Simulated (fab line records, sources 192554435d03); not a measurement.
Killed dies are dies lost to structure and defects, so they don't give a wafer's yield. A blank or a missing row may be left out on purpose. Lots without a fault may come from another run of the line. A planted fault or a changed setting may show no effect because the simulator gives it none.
A struck lot beside a sound one | flow n5_finfet | 40 steps out of a route of 1938
Sound: wafers L393.3, L393.4, L393.5. Struck: wafer L401.1. (L401.2, L401.6 of the same lot were not struck and are left out.) The cause comes at the end.
At each step with rows: each side's tool, then ch and its chambers, then its first start. Under that, the readings that differ: sound wafers | struck wafers | difference of the means | sigmas: that difference in standard deviations of wafers without a fault.
alike: readings whose means differ by less than 2 such deviations, and words and numbers that are the same on both sides. not compared: withheld readings, readings that some wafer has no value for, bounds like >300 that may hide the same value, and numbers for which the record gives no deviation and whose values overlap.
The two part at a step that has a row with sigmas, a row that says differs or no value, or rows on one side only. Numbers that don't overlap but have no deviation are shown without sigmas and don't part them. A reading that every wafer of one side lacks parts them only if that side has two wafers or more.

N5_BEOL_M10_OCD_MEAS_38:
  sound on ocd-01, day 11 12:34; struck on ocd-02, day 13 21:25
  alike: trench_depth_nm
then, 4 steps without rows for these wafers: N5_BEOL_M10_HM_STRIP_39 (strips TiN in peroxide tin strip, target depth 25 nm, time 158 s); N5_BEOL_M10_SRD_40 (time 30 s); N5_BEOL_M10_PRECLEAN_42 (cleans in residue remover, time 60 s); N5_BEOL_M10_SRD_43 (time 30 s).
N5_BEOL_M10_CD_MEAS_35: target cd 70 nm.
  sound on cd_sem-03, day 11 12:43; struck on cd_sem-02, day 13 21:34
  alike: cd_nm
then, 4 steps without rows for these wafers: N5_BEOL_M10_CURE_72 (cures SiCOH lowk, time 120 s); N5_BEOL_M10_DEGAS_44 (time 60 s); N5_BEOL_M10_PRE_CLEAN_45 (time 30 s); N5_BEOL_M10_ALD_74 (deposits TaN, target thk 2 nm, pulse time 2 s, purge time 3 s).
N5_BEOL_M10_SURFACE_TREAT_76:
  sound on pvd_sputter-01, day 11 13:36; struck on pvd_sputter-03, day 13 22:44
  reading             | sound             | struck | difference | sigmas
  ar_flow_sccm (sccm) | 30.17 30.01 30.15 | 29.88  | -0.23      | -2
  not compared: throttle_valve_pct
then, 1 step without rows for these wafers: N5_BEOL_M10_CVD_75 (deposits Co from CCTBA/H2, target thk 2 nm, time 138.9 s).
N5_BEOL_M10_SPUTTER_48: material Cu, target thk 12 nm, time 2 s.
  sound on pvd_sputter-02, day 11 15:22; struck on pvd_sputter-03, day 13 23:01
  reading                | sound          | struck | difference | sigmas
  throttle_valve_pct (%) | 28.3 30.5 28.7 | 31.2   | +2.0       | +2
then, 4 steps without rows for these wafers: N5_BEOL_M10_ECD_50 (material Cu, target thk 318 nm); N5_BEOL_M10_ANNEAL_51 (time 90 s); N5_BEOL_M10_CMP_52 (polishes, stops on SiCOH lowk, t overpolish 7 s, target thk 140 nm); N5_BEOL_M10_PRE_CLEAN_55 (time 15 s).
N5_BEOL_M10_DEP_56: deposits SiCN from 3MS/NH3, target thk 15 nm, time 26.5 s.
  sound on pecvd-02 ch 0,1,2, day 11 16:19; struck on pecvd-01 ch 0, day 14 00:10
  alike: showerhead_plenum_p_Torr, throttle_valve_pct
N5_BEOL_M10_RS_MEAS_57: measures by four-point-probe.
  sound on film_metro-02, day 11 16:23; struck on film_metro-01, day 14 00:14
  alike: M10_RS
N5_BEOL_M11_ILD_DEP_00: deposits SiCOH lowk from DEMS/porogen, target thk 308.51 nm, time 58 s.
  sound on pecvd-03 ch 0,1,2, day 11 16:27; struck on pecvd-03 ch 1, day 14 00:18
  reading            | sound       | struck | difference | sigmas
  heater_power_w (W) | 232 349 306 | 195    | -101       | -3
  alike: showerhead_plenum_p_Torr, throttle_valve_pct
N5_BEOL_M11_CURE_71: cures SiCOH lowk, time 240 s.
  sound on uv_cure-01 ch 0, day 11 16:41; struck on uv_cure-01 ch 0, day 14 00:25
  alike: lamp_power_pct, wafer_temp_C_max
N5_BEOL_M11_THK_MEAS_01:
  sound on film_metro-02, day 11 17:03; struck on film_metro-02, day 14 00:55
  alike: M11_ILD_THK
then, 10 steps without rows for these wafers: N5_BEOL_M11_PECVD_70 (deposits SiO2 from TEOS/O2, target thk 20 nm, time 22.7 s); N5_BEOL_M11_HM_DEP_02 (deposits TiN, target thk 20 nm); N5_BEOL_M11_COAT_59 (time 60 s, resist thk 100 nm); N5_BEOL_M11_COAT_60 (time 60 s, resist thk 30 nm); N5_BEOL_M11_COAT_05 (resist thk 90 nm); N5_BEOL_M11_EBR_07; N5_BEOL_M11_SOFTBAKE_06 (time 60 s); N5_BEOL_M11_EXPOSE_08 (exposes mask M11); N5_BEOL_M11_PEB_09 (peb time 60 s); N5_BEOL_M11_DEVELOP_10 (develop time 30 s).
N5_BEOL_M11_CD_MEAS_11: target cd 64.1 nm.
  sound on cd_sem-01 ch 0, day 11 19:01; struck on cd_sem-01 ch 0, day 14 01:53
  alike: cd_nm
N5_BEOL_M11_OVL_MEAS_12:
  sound on overlay-01 ch 0, day 11 19:03; struck on overlay-02 ch 0, day 14 01:55
  alike: M11_OVL
then, 1 step without rows for these wafers: N5_BEOL_M11_DESCUM_16 (chemistry O2, time 7.9 s).
N5_BEOL_M11_ETCH_61: etches SiARC in CF4, target depth 39 nm, time 65 s.
  sound on rie_diel-02 ch 1,3, day 11 19:10; struck on rie_diel-05 ch 1, day 14 03:16
  alike: cf4_flow_sccm, chamber_pressure_mTorr, drypump_motor_current_A, etch_rf_on_time_s, oes_product_au, rf_vpp_V, showerhead_plenum_p_Torr, throttle_valve_pct
  not compared: rf_hours_counter_h
then, 3 steps without rows for these wafers: N5_BEOL_M11_ETCH_62 (etches SOC in N2/H2, target depth 110 nm, overetch 22 nm, time 165 s); N5_BEOL_M11_STRIP_68 (strips in N2/H2); N5_BEOL_M11_STRIP_67 (strips in CF4).
N5_BEOL_M15_RC_MEAS_101:
  sound on prober-02 ch 0, day 13 02:24; struck on prober-01 ch 0, day 15 11:00
  reading          | sound                 | struck  | difference | sigmas
  COMB_M9 (S/m)    | 2e-11 2.9e-11 2.6e-11 | 1.8e-11 | -7.0e-12   | -2
  SERP_M9 (ohm/um) | 2.98 2.97 2.90        | 3.16    | +0.21      | +2
  alike: COMB_M10, COMB_M11, COMB_M12, COMB_M13, COMB_M14, COMB_M15, COMB_M5, COMB_M6, COMB_M7, COMB_M8, SERP_M11, SERP_M12, SERP_M13, SERP_M14, SERP_M5, SERP_M6, SERP_M7, SERP_M8
  not compared: SERP_M10, SERP_M10_max_site

WHERE THEY PART
First at N5_BEOL_M10_SURFACE_TREAT_76; last, within this record, at N5_BEOL_M15_RC_MEAS_101.

WHY: what the simulator had put in
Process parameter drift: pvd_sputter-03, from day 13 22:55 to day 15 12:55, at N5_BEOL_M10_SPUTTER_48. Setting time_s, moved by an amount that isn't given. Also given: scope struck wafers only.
